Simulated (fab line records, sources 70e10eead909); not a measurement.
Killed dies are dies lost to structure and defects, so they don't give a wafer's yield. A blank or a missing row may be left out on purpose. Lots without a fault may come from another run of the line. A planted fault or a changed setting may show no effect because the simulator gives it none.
A struck lot beside a sound one | flow nand_harc | 14 steps out of a route of 1302
Sound: wafers L215.3, L215.4, L215.5. Struck: wafers L222.2, L222.3, L222.6. The cause comes at the end.
At each step with rows: each side's tool, then ch and its chambers, then its first start. Under that, the readings that differ: sound wafers | struck wafers | difference of the means | sigmas: that difference in standard deviations of wafers without a fault.
alike: readings whose means differ by less than 2 such deviations, and words and numbers that are the same on both sides. not compared: withheld readings, readings that some wafer has no value for, bounds like >300 that may hide the same value, and numbers for which the record gives no deviation and whose values overlap.
The two part at a step that has a row with sigmas, a row that says differs or no value, or rows on one side only. Numbers that don't overlap but have no deviation are shown without sigmas and don't part them. A reading that every wafer of one side lacks parts them only if that side has two wafers or more.

NHARC_A_ZERO_WELL_INSPECT_17:
  sound on defect_inspect-02, day 6 20:23; struck on defect_inspect-01, day 9 15:19
  alike: raw_defect_count
then, 3 steps without rows for these wafers: NHARC_A_SOURCE_PLATE_PRECLEAN_00 (cleans in HF-LAST, time 60 s); NHARC_A_SOURCE_PLATE_SRD_01; NHARC_A_SOURCE_PLATE_OXIDE_02 (material SiO2, target thk 10 nm, ox time 1362 s).
NHARC_A_SOURCE_PLATE_THK_MEAS_09: measures by ellipsometry.
  sound on film_metro-02, day 7 03:14; struck on film_metro-02, day 9 22:52
  alike: thk_nm
then, 3 steps without rows for these wafers: NHARC_A_SOURCE_PLATE_PVD_04 (deposits WSi2, target thk 50 nm); NHARC_A_SOURCE_PLATE_CVD_03 (deposits poly-Si, target thk 200 nm, time 4000 s); NHARC_A_SOURCE_PLATE_ANNEAL_05 (time 1800 s).
NHARC_A_SOURCE_PLATE_THK_MEAS_06: measures by ellipsometry.
  sound on film_metro-02, day 7 15:41; struck on film_metro-02, day 10 11:14
  alike: thk_nm
NHARC_A_SOURCE_PLATE_INSPECT_08:
  sound on defect_inspect-01, day 7 15:46; struck on defect_inspect-02, day 10 11:21
  alike: raw_defect_count
NHARC_A_ONON_D1_DEP_00: target thk 1000 nm.
  sound on pecvd_onon-02 ch 0, day 7 15:56; struck on pecvd_onon-02 ch 0, day 10 11:28
NHARC_A_ONON_D1_THK_MEAS_02: measures by ellipsometry.
  sound on film_metro-02, day 7 16:20; struck on film_metro-01, day 10 11:56
  reading     | sound          | struck         | difference | sigmas
  thk_nm (nm) | 1008 1009 1007 | 1164 1164 1164 | +156       | +23
then, 1 step without rows for these wafers: NHARC_A_ONON_D1_DEP_03 (target thk 1000 nm).
-- the record jumps here: 17 days lie between the struck wafers' starts before and after (it left off in module A_ONON_D1 and takes up again in module END, whose first step shown is number 1302 of the route) --
NHARC_END_SORT_01:
  sound on prober-01 ch 0, day 24 15:43; struck on prober-01 ch 0, day 27 14:50
  reading         | sound    | struck      | difference | sigmas
  killed_at_array | 58 56 45 | 674 669 671 | +618       | +33
  killed_dies     | 67 65 53 | 677 677 677 | +615       | +32
  alike: killed_at_other, killed_at_periphery, killed_open, killed_short

WHERE THEY PART
First at NHARC_A_ONON_D1_THK_MEAS_02; last, within this record, at NHARC_END_SORT_01.

WHY: what the simulator had put in
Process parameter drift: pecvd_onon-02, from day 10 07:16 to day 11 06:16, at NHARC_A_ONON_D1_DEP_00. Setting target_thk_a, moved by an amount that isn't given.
